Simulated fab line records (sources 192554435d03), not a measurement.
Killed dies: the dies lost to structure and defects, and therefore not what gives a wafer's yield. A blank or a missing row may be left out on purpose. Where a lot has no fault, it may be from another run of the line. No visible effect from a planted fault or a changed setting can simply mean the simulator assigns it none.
Struck lot and sound lot, side by side / flow n5 finfet / 36 steps out of a route of 1938
Sound: wafers L678.1, L678.5, L678.6. Wafers struck: L666.2, L666.4, L666.6. At the end, the cause is stated.
For every step that has rows: the tool of each side, followed by ch and its chambers, followed by its first start. Under that, the readings that differ: sound wafers / struck wafers / difference of the means / sigmas: that difference in standard deviations of wafers without a fault.
alike: words and numbers the same on both sides, and readings whose means are apart by under 2 such deviations; not compared: readings that were withheld, readings missing a value for some wafer, numbers with overlapping values and no deviation given by the record, and bounds like >300 which may hide the same value.
Wherever a step has rows on one side only, a row that says differs or no value, or a row with sigmas, the two part there. Numbers that have no deviation but don't overlap get no sigmas and don't part them. A reading that every wafer of one side lacks parts them only if that side has two wafers or more.

first, 8 steps without rows for these wafers: N5_BEOL_M4_SPUTTER_96 (material Cu, target thk 4.5 nm, time 8.29 s); N5_BEOL_M4_ECD_50 (material Cu, target thk 300 nm); N5_BEOL_M4_ANNEAL_51 (time 90 s); N5_BEOL_M4_CMP_52 (polishes, stops on SiOC, t overpolish 6.8 s, target thk 40 nm); N5_BEOL_M4_PRE_CLEAN_60 (time 15 s); N5_BEOL_M4_CO_CAP_55 (material Co, precursor CCTBA/H2, target thk 2 nm, time 102.1 s); N5_BEOL_M4_PRE_CLEAN_56 (time 15 s); N5_BEOL_M4_DEP_57 (deposits SiCN from 3MS/NH3, target thk 8 nm, time 14 s).
N5_BEOL_M5_ILD_DEP_00: deposits SiCOH lowk from DEMS/porogen, target thk 140.64 nm, time 25.9 s.
  sound on pecvd-04 ch 1,2, day 12 13:55; struck on pecvd-03 ch 0,1, day 8 21:36
reading=susceptor temp C (C); sound=299.72 299.92 300.19; struck=319.21 319.39 319.63; difference=+19.47; sigmas=+99 or more
reading=model.SiCOH_lowk_of_BEOL_M5_ILD_DEP_00.thk nm (nm); sound=137.4 140.8 138; struck=125.2 125.6 127.2; difference=-12.7; sigmas=
  alike: heater power w, showerhead plenum p Torr, throttle valve pct
then, 1 step without rows for these wafers: N5_BEOL_M5_CURE_79 (cures SiCOH lowk, time 240 s).
N5_BEOL_M5_THK_MEAS_01:
  sound on film metro-02 at day 12 14:29; struck on film metro-01 at day 8 22:11
reading=M5_ILD_THK (nm); sound=118.3 121.2 118.9; struck=107.6 107.9 109.4; difference=-11.2; sigmas=-7
then, 23 steps without rows for these wafers: N5_BEOL_M5_PECVD_70 (deposits SiO2 from TEOS/O2, target thk 16 nm, time 18 s); N5_BEOL_M5_HM_DEP_02 (deposits TiN, target thk 20 nm); N5_BEOL_M5_COAT_59 (time 60 s, resist thk 60 nm); N5_BEOL_M5_COAT_60 (time 60 s, resist thk 12 nm); N5_BEOL_M5_COAT_71 (time 60 s, resist thk 5 nm); N5_BEOL_M5_COAT_05 (resist thk 30 nm); N5_BEOL_M5_EBR_07; N5_BEOL_M5_SOFTBAKE_06 (time 60 s); N5_BEOL_M5_EXPOSE_08 (exposes mask M5, target cd 28 nm); N5_BEOL_M5_PEB_09 (peb time 60 s); N5_BEOL_M5_DEVELOP_10 (develop time 30 s); N5_BEOL_M5_DESCUM_16 (chemistry O2, time 7 s); N5_BEOL_M5_ETCH_72 (etches underlayer in N2/H2, target depth 6.5 nm, time 5.2 s); N5_BEOL_M5_ETCH_61 (etches SiARC in CF4, target depth 15.6 nm, time 26 s); N5_BEOL_M5_ETCH_62 (etches SOC in N2/H2, target depth 75 nm, overetch 15 nm, time 112.5 s); N5_BEOL_M5_STRIP_63 (strips in N2/H2); N5_BEOL_M5_STRIP_73 (strips in N2/H2); N5_BEOL_M5_STRIP_64 (strips in CF4); N5_BEOL_M5_HM_OPEN_17 (chemistry Cl2/BCl3, target TiN, target depth 20 nm, overetch 6 nm); N5_BEOL_M5_STRIP_19 (strips in O2); N5_BEOL_M5_COAT_65 (time 60 s, resist thk 60 nm); N5_BEOL_M5_COAT_66 (time 60 s, resist thk 12 nm); N5_BEOL_M5_COAT_74 (time 60 s, resist thk 5 nm).
N5_BEOL_M5_CMP_52: polishes, stops on SiCOH lowk, t overpolish 6.9 s, target thk 62 nm.
  sound on cmp-03 ch 0,1,3, day 13 01:30; struck on cmp-04 ch 1,2,3, day 9 10:13
reading=model.SiCOH_lowk_of_BEOL_M5_ILD_DEP_00.thk nm (nm); sound=115.2 118.2 115.8; struck=104.6 105 106.2; difference=-11.1; sigmas=
  alike: motor current A
-- the record jumps here: 4 days lie between the struck wafers' starts before and after (it left off in module BEOL_M5 and takes up again in module PASSIVATION, whose first step shown is number 1936 of the route) --
N5_PASSIVATION_PROBE_49:
  sound on prober-02 at day 17 04:01; struck on prober-02 at day 13 06:28
  alike: defect limited yield, killed_at_M0_to_M3, killed_at_M4_up, killed at contacts, killed at front end, killed at other, killed dies, killed open, killed short, sort_bin_5_function, sort_bin_6_memory, sort n pass, sort yield pct

== WHERE THEY PART ==
First at N5_BEOL_M5_ILD_DEP_00; last, within this record, at N5_BEOL_M5_THK_MEAS_01. Later steps at which nothing parts them and some readings are alike: N5_BEOL_M5_CMP_52, N5_PASSIVATION_PROBE_49.

WHY: the cause the simulator had injected
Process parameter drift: pecvd-03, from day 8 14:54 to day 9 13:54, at N5_BEOL_M5_ILD_DEP_00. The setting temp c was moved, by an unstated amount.
